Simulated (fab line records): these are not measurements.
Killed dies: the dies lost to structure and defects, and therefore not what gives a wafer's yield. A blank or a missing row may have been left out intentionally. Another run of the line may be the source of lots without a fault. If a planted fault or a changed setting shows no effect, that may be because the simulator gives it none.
Chamber matching -- flow n5 finfet -- N5_MOL_CONTACT_COAG_ETCH_89 on rie diel-06: 4 sister chambers
The step etches underlayer in N2/H2, target depth 13 nm, time 10.4 s. 14 wafers are shown with their chamber, then 7 later ones without.

## EACH WAFER AND ITS CHAMBER
wafer,chamber,drypump motor current A (A),throttle valve pct (%),oes product au (a.u.)
L078.3,2,5.4,18.20,0.62
L078.5,0,5.2,17.86,0.75
L078.6,1,4.9,17.86,0.72
L080.2,0,5.2,17.86,0.73
L080.4,0,5.2,17.87,0.75
L080.5,2,5.3,18.19,0.61
L081.1,2,5.4,18.22,0.61
L081.2,1,4.9,17.87,0.71
L081.3,0,5.2,17.90,0.73
L088.2,1,4.9,17.90,0.70
L088.5,3,6.7,17.77,0.80
L088.6,2,5.4,18.24,0.60
L090.1,0,5.2,17.92,0.71
L090.2,3,6.7,17.75,0.79

SIGNATURES, as means of the wafers listed above
reading,chamber 0,chamber 1,chamber 2,chamber 3,scatter within a chamber
drypump motor current A,5.200,4.900,5.375,6.700,0.0274
throttle valve pct,17.8820,17.8767,18.2125,17.7600,0.0233
oes product au,0.7340,0.7100,0.6100,0.7950,0.0125
Rule: distance of a wafer from a chamber = root of the sum over the readings of ((wafer's reading minus chamber's mean) / reading's scatter) squared. If the next closest chamber is less than 2 further off than the closest, the wafer can't be placed; otherwise it belongs to the closest. The scatter is the square root of a quotient: the sum, over the shown wafers, of each reading's squared deviation from its chamber's mean, divided by wafers minus chambers.

## WAFERS WHOSE CHAMBER IS MISSING
wafer,drypump motor current A (A),throttle valve pct (%),oes product au (a.u.)
L090.3,5.4,18.23,0.59
L092.1,6.7,17.77,0.78
L092.4,4.8,17.92,0.70
L092.6,6.7,17.77,0.79
L094.1,5.3,18.25,0.59
L094.2,6.7,17.79,0.78
L094.5,4.9,17.90,0.70

## THE CHAMBER EACH PASSED THROUGH
wafer,from the rows above,in truth
L090.3,2,2
L092.1,3,3
L092.4,1,1
L092.6,3,3
L094.1,2,2
L094.2,3,3
L094.5,1,1
Placed correctly: 7 of 7. Can't be placed from these rows: 0. Placed wrongly: 0.
